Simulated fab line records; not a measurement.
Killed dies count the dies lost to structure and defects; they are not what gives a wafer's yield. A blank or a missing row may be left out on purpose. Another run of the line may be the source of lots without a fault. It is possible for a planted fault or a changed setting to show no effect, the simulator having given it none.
Struck lot and sound lot, side by side || flow n5Finfet || 16 out of 1938 route steps
Sound: these wafers, L324.1, L324.2, L324.3. Struck: wafers L333.1, L333.3 (left out: L333.5, a lot-mate that was not struck); the cause follows at the end.
Order at every step that has rows: each side's tool, ch and its chambers, its first start. Under that, the readings that differ: sound wafers || struck wafers || difference of the means || sigmas: that difference in standard deviations of wafers without a fault.
alike: same words and numbers on both sides, and readings whose means sit less than 2 such deviations apart. not compared: any withheld reading, any reading some wafer has no value for, any bound like >300 that may hide the same value, and any number with overlapping values for which the record gives no deviation.
Wherever a step has rows on one side only, a row that says differs or no value, or a row with sigmas, the two part there. When numbers do not overlap yet have no deviation, they are printed without sigmas and do not part them. A reading that every wafer of one side lacks parts them only if that side has two wafers or more.

first, 8 steps without rows for these wafers: N5_BEOL_M2_COAT_62 (time 60 s, resist thk 12 nm); N5_BEOL_M2_COAT_73 (time 60 s, resist thk 5 nm); N5_BEOL_M2_COAT_05 (resist thk 30 nm); N5_BEOL_M2_EBR_07; N5_BEOL_M2_SOFTBAKE_06 (time 60 s); N5_BEOL_M2_EXPOSE_08 (exposes mask M2); N5_BEOL_M2_PEB_09 (peb time 60 s); N5_BEOL_M2_DEVELOP_10 (develop time 30 s).
N5_BEOL_M2_CD_MEAS_11 targets a cd of 16.79 nm.
  sound on cdSem-02 ch 0, day 7 22:32; struck on cdSem-01 ch 0, day 9 21:14
  alike: cdNm
N5_BEOL_M2_OVL_MEAS_12:
  sound on overlay-01 ch 0, day 7 22:34; struck on overlay-02 ch 0, day 9 21:16
{"reading": "M2_OVL (nm)", "sound": "1.1 0.6 0.9", "struck": "-1.1 -1.3", "difference": -2.1, "sigmas": -3}
N5_BEOL_M2_INSPECT_13: inspects for defects (brightfield).
  struck on defectInspect-01, day 9 21:19; sound on defectInspect-01, day 7 22:38
{"reading": "rawDefectCount", "sound": "483 430 504", "struck": "319 236", "difference": -195, "sigmas": -2}
N5_BEOL_M2_DESCUM_16: chemistry O2, time 7 s.
  sound on rieDiel-04 ch 1,2,3, day 7 22:41; struck on rieDiel-05 ch 1,2, day 9 21:28
  alike: drypumpMotorCurrentA, oesProductAu, rfVppV, showerheadPlenumPTorr, throttleValvePct
  not compared: rfHoursCounterH
N5_BEOL_M2_ETCH_74: etches underlayer in N2/H2, target depth 6.5 nm, time 5.2 s.
  sound on rieDiel-04 ch 1,2,3, day 7 22:43; struck on rieDiel-05 ch 1,2, day 9 21:29
{"reading": "etchRfOnTimeS (s)", "sound": "5.20 5.30 5.27", "struck": "3.66 3.66", "difference": -1.60, "sigmas": -21}
{"reading": "oesProductAu (a.u.)", "sound": "0.78 0.60 0.59", "struck": "0.73 0.98", "difference": "+0.20", "sigmas": "+2"}
  alike: drypumpMotorCurrentA, rfVppV, showerheadPlenumPTorr, throttleValvePct
  not compared: rfHoursCounterH
N5_BEOL_M2_ETCH_63: etches SiARC in CF4, target depth 15.6 nm, time 26 s.
  sound on rieDiel-04 ch 1,2,3, day 7 22:44; struck on rieDiel-05 ch 1,2, day 9 21:31
{"reading": "rfVppV (V)", "sound": "183.5 181.4 184.8", "struck": "184.1 187.3", "difference": "+2.5", "sigmas": "+2"}
  alike: drypumpMotorCurrentA, etchRfOnTimeS, oesProductAu, showerheadPlenumPTorr, throttleValvePct
  not compared: rfHoursCounterH
-- here the record skips 6 days between the struck wafers' starts before and after, leaving off in module BEOL_M2 and picking up in module BEOL_M4 (first step shown: number 1111 of the route) --
N5_BEOL_M4_RC_MEAS_101:
  sound on prober-01 ch 0, day 10 21:55; struck on prober-01 ch 0, day 15 10:29
  alike: DIBL_N, DIBL_P, IOFF_N, IOFF_P, ION_N, ION_P, SS_N, SS_P, VT_N, VT_P
next, for these wafers, 1 step has no rows: N5_PASSIVATION_PROBE_49.

== WHERE THEY PART ==
First at N5_BEOL_M2_OVL_MEAS_12; last, within this record, at N5_BEOL_M2_ETCH_63. Later steps at which nothing parts them and some readings are alike: N5_BEOL_M4_RC_MEAS_101.

WHY: whatever the simulator had introduced
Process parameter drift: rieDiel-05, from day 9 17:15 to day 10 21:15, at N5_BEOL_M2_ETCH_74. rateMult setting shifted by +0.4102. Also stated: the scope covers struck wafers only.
